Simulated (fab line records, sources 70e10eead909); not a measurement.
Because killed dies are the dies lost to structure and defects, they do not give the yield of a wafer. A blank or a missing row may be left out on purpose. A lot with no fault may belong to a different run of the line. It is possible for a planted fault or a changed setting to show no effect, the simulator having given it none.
A struck lot beside a sound one :: flow nand_harc :: 28 steps out of a route of 1159
Sound: the wafers L222.2, L222.4, L222.6. Wafers L230.1, L230.2, L230.5 were the ones struck. The cause is named last.
Order at every step that has rows: each side's tool, ch and its chambers, its first start. Under that, the readings that differ: sound wafers :: struck wafers :: difference of the means :: sigmas: that difference in standard deviations of wafers without a fault.
alike: readings whose means differ by less than 2 such deviations, and words and numbers that are the same on both sides. not compared: withheld readings, readings that some wafer has no value for, bounds like >300 that may hide the same value, and numbers for which the record gives no deviation and whose values overlap.
Wherever a step has rows on one side only, a row that says differs or no value, or a row with sigmas, the two part there. Numbers that don't overlap but have no deviation are shown without sigmas and don't part them. A reading that every wafer of one side lacks parts them only if that side has two wafers or more.

first, 8 steps without rows for these wafers: NHARC_A_CHANNEL_HOLE_D1_EXPOSE_07 (exposes mask HOLE D1, target cd 100 nm); NHARC_A_CHANNEL_HOLE_D1_PEB_08 (peb time 65 s); NHARC_A_CHANNEL_HOLE_D1_DEVELOP_09 (develop time 35 s); NHARC_A_CHANNEL_HOLE_D1_DESCUM_15 (chemistry O2, time 3 s); NHARC_A_CHANNEL_HOLE_D1_ETCH_38 (etches the open film in CF4, target depth 39 nm, time 65 s); NHARC_A_CHANNEL_HOLE_D1_ETCH_39 (etches the open film in N2/H2, target depth 260 nm, time 325 s); NHARC_A_CHANNEL_HOLE_D1_ETCH_34 (etches the open film in CF4/CHF3, target depth 154 nm, time 77 s); NHARC_A_CHANNEL_HOLE_D1_ETCH_16 (etches the open film in O2/COS, target depth 3100 nm, time 806 s).
NHARC_A_CHANNEL_HOLE_D1_ETCH_19: etches the open film in C4F8/O2/Ar, time 34.5 s.
  sound on har_etch-02 ch 0,1, day 8 04:38; struck on har_etch-02 ch 0,1, day 10 03:25
  alike: drypump_motor_current_A, showerhead_plenum_p_Torr, throttle_valve_pct
  not compared: rf_hours_counter_h
then, 16 steps without rows for these wafers: NHARC_A_CHANNEL_HOLE_D1_ETCH_20 (etches the open film in C4F8/O2/Ar, time 361.9 s, target depth 1600 nm); NHARC_A_CHANNEL_HOLE_D1_ETCH_21 (etches the open film in C4F8/O2/Ar, time 514.3 s, target depth 1600 nm); NHARC_A_CHANNEL_HOLE_D1_ETCH_22 (etches the open film in C4F8/O2/Ar, time 666.7 s, target depth 1600 nm); NHARC_A_CHANNEL_HOLE_D1_ETCH_23 (etches the open film in C4F8/O2/Ar, time 819 s, target depth 1600 nm); NHARC_A_CHANNEL_HOLE_D1_ETCH_24 (etches the open film in C4F8/O2/Ar, time 906.2 s, target depth 1500 nm); NHARC_A_CHANNEL_HOLE_D1_ETCH_25 (etches the open film in C4F8/O2/Ar, time 1040.2 s, target depth 1500 nm); NHARC_A_CHANNEL_HOLE_D1_ETCH_26 (etches the open film in C4F8/O2/Ar, time 224.1 s, target depth 300 nm); NHARC_A_CHANNEL_HOLE_D1_ETCH_33 (etches the open film in C4F8/O2/Ar, time 90 s, target depth 400 nm); NHARC_A_CHANNEL_HOLE_D1_STRIP_41 (strips in N2/H2); NHARC_A_CHANNEL_HOLE_D1_STRIP_42 (strips in CF4/CHF3); NHARC_A_CHANNEL_HOLE_D1_STRIP_43 (strips in O2/COS); NHARC_A_CHANNEL_HOLE_D1_ETCH_44 (etches the open film in CF4/O2, target depth 140 nm, overetch 14 nm, time 77 s); NHARC_A_CHANNEL_HOLE_D1_STRIP_27 (strips in O2); NHARC_A_CHANNEL_HOLE_D1_PRECLEAN_28 (cleans in SC1); NHARC_A_CHANNEL_HOLE_D1_SRD_29; NHARC_A_CHANNEL_HOLE_D1_XSEM_31.
NHARC_A_CHANNEL_HOLE_D1_INSPECT_40:
  sound on defect_inspect-01 at day 8 10:19; struck on defect_inspect-02 at day 10 09:11
reading: raw_defect_count
sound: 68 63 49
struck: 349 347 308
difference: +275
sigmas: +17
then, 1 step without rows for these wafers: NHARC_A_CHANNEL_FILL_D1_PRECLEAN_00 (cleans in SC1).
-- the record jumps here: 11 days lie between the struck wafers' starts before and after (it left off in module A_CHANNEL_FILL_D1 and takes up again in module END, whose first step shown is number 1159 of the route) --
NHARC_END_SORT_01:
  only the struck wafers appear in the record here, on prober-01 ch 0 at day 21 20:51; the sound ones have no rows

## WHERE THEY PART
Earliest at NHARC_A_CHANNEL_HOLE_D1_INSPECT_40; latest, in this record, at NHARC_END_SORT_01.

WHY: the cause the simulator had injected
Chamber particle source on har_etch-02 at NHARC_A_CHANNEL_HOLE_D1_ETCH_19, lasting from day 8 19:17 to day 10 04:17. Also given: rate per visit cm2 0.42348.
